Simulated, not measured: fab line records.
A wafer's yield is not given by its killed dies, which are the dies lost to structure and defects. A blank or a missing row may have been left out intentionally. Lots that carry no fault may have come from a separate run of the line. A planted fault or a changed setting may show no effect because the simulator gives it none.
Problem report in the 8D (eight disciplines) form, filled by code -- flow nand_harc -- the parts of the form that need people (team, actions taken, sign-off) are left out

## 1. THE PROBLEM
oes_product_au at NHARC_A_CONTACT_ETCH_88 reads a mean of 0.849 a.u. on 3 wafers of 2 lots; wafers without a fault read 1.002 a.u. with a standard deviation of 0.0092. Measured from the usual mean, that is -17 standard deviations.
The step: etches the open film in CF4, target depth 39 nm, time 65 s.
Seen first at day 30 08:59 on rie_diel-04, wafer L961.2. At this step, 33 wafers from 11 lots have a number in the record. Rule for "out" (also "out of limits"): further than 4 standard deviations from the usual mean. The rest of the wafers with a number are treated as sound.

## 2. WHAT IT IS, WHAT IT ISN'T
question,is,is not
which readings at this step,oes_product_au,"drypump_motor_current_A, mfc_ar_sccm, rf_vpp_V, showerhead_plenum_p_Torr, throttle_valve_pct"
which lots,"L961, L963","L942, L943, L944, L946, L947, L949, L951, L953, L965"
which wafers of those lots,"L961.2, L961.5, L963.5","L961.4, L963.1, L963.3"
read on which tools,rie_diel-04,"rie_diel-05, rie_diel-08"
when,from day 30 08:59,"up to then (25 sound wafers); but 5 sound wafers of L963, L965 came after"

## 3. WHAT RULES OUT EACH SUSPECT
Counting: if a tool at a process step up to the reading ran every lot that is out, it stays a suspect. Sound lots after the first of them don't rule it out here, since some wafers of a struck lot are sound.
- rie_diel-04 at NHARC_A_CONTACT_ETCH_88 (etches the open film in CF4, target depth 39 nm, time 65 s): kept. It ran every lot that is out, first L961 (day 30 08:59); its last sound lot up to then is L953 (day 26 15:19). On those wafers its own readings are out: oes_product_au.
Left after counting: rie_diel-04 at NHARC_A_CONTACT_ETCH_88.

## 4. THE CAUSE (what the simulator had put in)
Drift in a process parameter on rie_diel-04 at NHARC_A_CONTACT_ETCH_88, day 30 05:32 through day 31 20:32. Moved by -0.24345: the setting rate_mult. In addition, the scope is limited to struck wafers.
The count eliminated every tool but this one.

## 5. SEQUENCE OF EFFECTS, ordered by route
Each row: a reading whose mean over the struck wafers that have a number lies more than 3 standard deviations from the usual. Only readings whose record carries a usual standard deviation are examined. hours: median over the lots of the time between each lot's start at the first step of this table that gives one and its start at this step. sigmas: the change, counted in usual standard deviations.
hours,step,reading,usual,on struck wafers,change,sigmas
0,NHARC_A_CONTACT_ETCH_88,oes_product_au,1.002 a.u.,0.849,-0.153,-17
It contains these process steps:
- NHARC_A_CONTACT_ETCH_88: etches the open film in CF4, target depth 39 nm, time 65 s.
Later steps that measure or inspect, where all struck wafers having a row at the step show a number for every such reading and not one has moved that far: NHARC_END_SORT_01.

## 6. WHAT WOULD HAVE CAUGHT IT SOONER
The fault began at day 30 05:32; the first out-of-limits reading in this record came at day 30 08:59, 3 hours later.
